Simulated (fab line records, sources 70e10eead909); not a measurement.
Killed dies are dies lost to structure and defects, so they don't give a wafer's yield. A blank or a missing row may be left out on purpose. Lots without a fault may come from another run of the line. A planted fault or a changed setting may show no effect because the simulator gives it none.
A struck lot beside a sound one | flow nand_harc | 40 steps out of a route of 1159
Sound: wafers L591.1, L591.3, L591.6. Struck: wafers L594.2, L594.4, L594.6. The cause comes at the end.
At each step with rows: each side's tool, then ch and its chambers, then its first start. Under that, the readings that differ: sound wafers | struck wafers | difference of the means | sigmas: that difference in standard deviations of wafers without a fault.
alike: readings whose means differ by less than 2 such deviations, and words and numbers that are the same on both sides. not compared: withheld readings, readings that some wafer has no value for, bounds like >300 that may hide the same value, and numbers for which the record gives no deviation and whose values overlap.
The two part at a step that has a row with sigmas, a row that says differs or no value, or rows on one side only. Numbers that don't overlap but have no deviation are shown without sigmas and don't part them. A reading that every wafer of one side lacks parts them only if that side has two wafers or more.

first, 2 steps without rows for these wafers: NHARC_A_STAIRCASE_DESCUM_291 (chemistry O2, time 3 s); NHARC_A_STAIRCASE_ETCH_292 (etches the open film in CF4/CHF3).
NHARC_A_STAIRCASE_HM_OPEN_460: chemistry O2/COS.
  sound on rie_diel-01 ch 1,2; struck on rie_diel-01 ch 0,3
  alike: drypump_motor_current_A, oes_product_au, rf_vpp_V, showerhead_plenum_p_Torr, throttle_valve_pct
  not compared: rf_hours_counter_h
then, 2 steps without rows for these wafers: NHARC_A_STAIRCASE_STRIP_461 (strips in O2/COS); NHARC_A_STAIRCASE_ETCH_452 (etches the open film in CF4/O2, target depth 30 nm, overetch 3 nm, time 16.5 s).
NHARC_A_STAIRCASE_ETCH_294: etches the open film in C4F8/O2/Ar, target depth 4992 nm, time 1212.4 s.
  sound on rie_diel-01 ch 0,1,3; struck on rie_diel-01 ch 1,2
  alike: oes_product_au, rf_vpp_V
  not compared: rf_hours_counter_h
NHARC_A_STAIRCASE_STRIP_295: strips in O2.
  sound on rie_diel-01 ch 0,1; struck on rie_diel-01 ch 1,2
  alike: drypump_motor_current_A, oes_product_au, rf_vpp_V, showerhead_plenum_p_Torr, throttle_valve_pct
  not compared: rf_hours_counter_h
then, 4 steps without rows for these wafers: NHARC_A_STAIRCASE_STRIP_296 (strips in SPM, time 900 s); NHARC_A_STAIRCASE_PRECLEAN_297 (cleans in SC1); NHARC_A_STAIRCASE_SRD_298; NHARC_A_STAIRCASE_HM_DEP_462 (deposits aC, target thk 800 nm).
NHARC_A_STAIRCASE_DEP_301: deposits SiON, target thk 30 nm.
  sound on pecvd-04 ch 0,1,2, day 12 21:26; struck on pecvd-01 ch 0,1, day 13 13:55
  alike: heater_power_w
then, 9 steps without rows for these wafers: NHARC_A_STAIRCASE_DEHYDRATE_302 (time 120 s); NHARC_A_STAIRCASE_HMDS_303 (time 30 s); NHARC_A_STAIRCASE_COAT_304; NHARC_A_STAIRCASE_SOFTBAKE_305 (time 170 s); NHARC_A_STAIRCASE_EBR_306; NHARC_A_STAIRCASE_EXPOSE_307 (exposes mask CHOP 50); NHARC_A_STAIRCASE_PEB_308 (peb time 130 s); NHARC_A_STAIRCASE_DEVELOP_309 (time 140 s); NHARC_A_STAIRCASE_HARDBAKE_311 (time 140 s).
NHARC_A_STAIRCASE_DESCUM_312: chemistry O2, time 3 s.
  sound on rie_diel-01 ch 1,2,3, day 12 22:28; struck on rie_diel-09 ch 0,2,3, day 13 14:52
  alike: drypump_motor_current_A, oes_product_au, rf_vpp_V, showerhead_plenum_p_Torr, throttle_valve_pct
  not compared: rf_hours_counter_h
then, 5 steps without rows for these wafers: NHARC_A_STAIRCASE_ETCH_313 (etches the open film in CF4/CHF3); NHARC_A_STAIRCASE_HM_OPEN_463 (chemistry O2/COS); NHARC_A_STAIRCASE_STRIP_464 (strips in O2/COS); NHARC_A_STAIRCASE_ETCH_453 (etches the open film in CF4/O2, target depth 30 nm, overetch 3 nm, time 16.5 s); NHARC_A_STAIRCASE_ETCH_315 (etches the open film in C4F8/O2/Ar, target depth 2500 nm, time 607.1 s).
NHARC_A_STAIRCASE_STRIP_316: strips in O2.
  sound on rie_diel-01 ch 1,3; struck on rie_diel-09 ch 0,1,2, day 13 16:00
  alike: drypump_motor_current_A, oes_product_au, rf_vpp_V, showerhead_plenum_p_Torr, throttle_valve_pct
  not compared: rf_hours_counter_h
then, 11 steps without rows for these wafers: NHARC_A_STAIRCASE_STRIP_317 (strips in SPM, time 900 s); NHARC_A_STAIRCASE_PRECLEAN_318 (cleans in SC1); NHARC_A_STAIRCASE_SRD_329; NHARC_A_STAIRCASE_ALD_415 (deposits SiO2, target thk 30 nm, pulse time 6 s, ald cycles 300); NHARC_A_STAIRCASE_ETCHBACK_416 (etches the open film in C4F8/O2/Ar, target depth 36 nm, time 7.2 s); NHARC_A_STAIRCASE_STRIP_476 (strips in O2, time 20 s); NHARC_A_STAIRCASE_DEP_417 (deposits Si3N4, target thk 60 nm); NHARC_A_STAIRCASE_WET_418 (chemistry H3PO4, target depth 20 nm); NHARC_A_STAIRCASE_PRECLEAN_419 (cleans in SC1); NHARC_A_STAIRCASE_SRD_421; NHARC_A_STAIRCASE_ALD_420 (deposits SiO2, target thk 20 nm, pulse time 6 s, ald cycles 200).
-- the record jumps here: 7 days lie between the struck wafers' starts before and after (it left off in module A_STAIRCASE and takes up again in module END, whose first step shown is number 1159 of the route) --
NHARC_END_SORT_01:
  sound on prober-01 ch 0, day 20 18:05; struck on prober-02 ch 0, day 21 02:44
  reading         | sound    | struck   | difference | sigmas
  killed_at_array | 25 18 20 | 84 71 88 | +60        | +6
  killed_dies     | 27 22 22 | 85 74 95 | +61        | +6
  alike: killed_at_other, killed_at_periphery, killed_open, killed_short

WHERE THEY PART
Only at NHARC_END_SORT_01, within this record.

WHY: what the simulator had put in
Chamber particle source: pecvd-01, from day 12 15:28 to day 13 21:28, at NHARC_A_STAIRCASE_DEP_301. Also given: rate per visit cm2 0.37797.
